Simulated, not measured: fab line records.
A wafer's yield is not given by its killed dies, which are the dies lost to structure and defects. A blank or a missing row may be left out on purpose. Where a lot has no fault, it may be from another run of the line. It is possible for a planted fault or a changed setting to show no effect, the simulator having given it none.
Problem report in the 8D (eight disciplines) form, filled by code || flow n5_finfet || the parts of the form that need people (team, actions taken, sign-off) are left out

## 1. THE PROBLEM
Wafers without a fault read 35.98 W, standard deviation 0.1; bias_w at N5_BEOL_M13_ETCH_67 reads a mean of 27.78 W on 6 wafers belonging to 3 lots. That is -82 standard deviations from the usual mean.
The step: etches SiARC in CF4, target depth 143 nm, time 238.3 s.
Earliest sighting: wafer L266.4 on rie_diel-01 at day 13 01:15. The record holds 18 wafers of 7 lots with a number at this step. By rule, "out" or "out of limits" means more than 4 standard deviations away from the usual mean. Any other wafer with a number is counted as sound.

## 2. WHAT IT IS AND WHAT IT IS NOT
{"question": "which readings at this step", "is": "bias_w, rf_vpp_V", "is not": "drypump_motor_current_A, oes_product_au, showerhead_plenum_p_Torr, throttle_valve_pct"}
{"question": "which lots", "is": "L266, L268, L269", "is not": "L260, L264, L277, L278"}
{"question": "which wafers of those lots", "is": "all that have a number", "is not": "-"}
{"question": "read on which tools", "is": "rie_diel-01", "is not": "rie_diel-03, rie_diel-04"}
{"question": "when", "is": "from day 13 01:15", "is not": "up to then (6 sound wafers); but 6 sound wafers of L277, L278 came after"}

## 3. THE SUSPECTS, EACH WITH WHAT RULES IT OUT
Counting: any tool at a process step up to the reading is kept as a suspect provided that every lot that is out went through it and no sound lot did after the first of them.
- rie_diel-01 at N5_BEOL_M13_DESCUM_33 (chemistry O2, time 7.9 s): kept. All lots that are out passed through it, beginning with L266 at day 13 01:13, and no sound lot followed; its final sound lot before that point was L264 at day 12 09:30.
- rie_diel-01 at N5_BEOL_M13_ETCH_67 (etches SiARC in CF4, target depth 143 nm, time 238.3 s): kept. All lots that are out passed through it, beginning with L266 at day 13 01:15, and no sound lot followed; its final sound lot before that point was L264 at day 12 09:32. Its own bias_w, rf_vpp_V readings are out on those wafers.
Remaining after the count are rie_diel-01 at N5_BEOL_M13_DESCUM_33 and rie_diel-01 at N5_BEOL_M13_ETCH_67.

## 4. THE CAUSE (what the simulator had put in)
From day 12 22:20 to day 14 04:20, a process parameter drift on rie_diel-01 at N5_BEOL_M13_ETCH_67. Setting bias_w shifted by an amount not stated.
This tool is one of the 2 suspects left after counting.

## 5. THE CHAIN OF EFFECTS, in route order
Each row: a reading whose mean over the struck wafers that have a number lies more than 3 standard deviations from the usual. Scope: only readings with a usual standard deviation given in the record; hours: median across lots of the time from each lot's start at the first step in this table that gives one to its start at this step; sigmas: change in usual standard deviations.
{"hours": 0, "step": "N5_BEOL_M13_ETCH_67", "reading": "bias_w", "usual": "35.98 W", "on struck wafers": 27.78, "change": -8.20, "sigmas": -82}
{"hours": 0, "step": "N5_BEOL_M13_ETCH_67", "reading": "etch_rf_on_time_s", "usual": "237 s", "on struck wafers": 259, "change": "+22", "sigmas": "+3.3"}
{"hours": 0, "step": "N5_BEOL_M13_ETCH_67", "reading": "rf_vpp_V", "usual": "184.2 V", "on struck wafers": 155.5, "change": -28.7, "sigmas": -24}
The process steps in it:
- N5_BEOL_M13_ETCH_67: etches SiARC in CF4, target depth 143 nm, time 238.3 s.

## 6. WHAT WOULD HAVE CAUGHT IT SOONER
In this record no reading fell out of limits until day 13 01:15, 3 hours after the fault had begun at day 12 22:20.
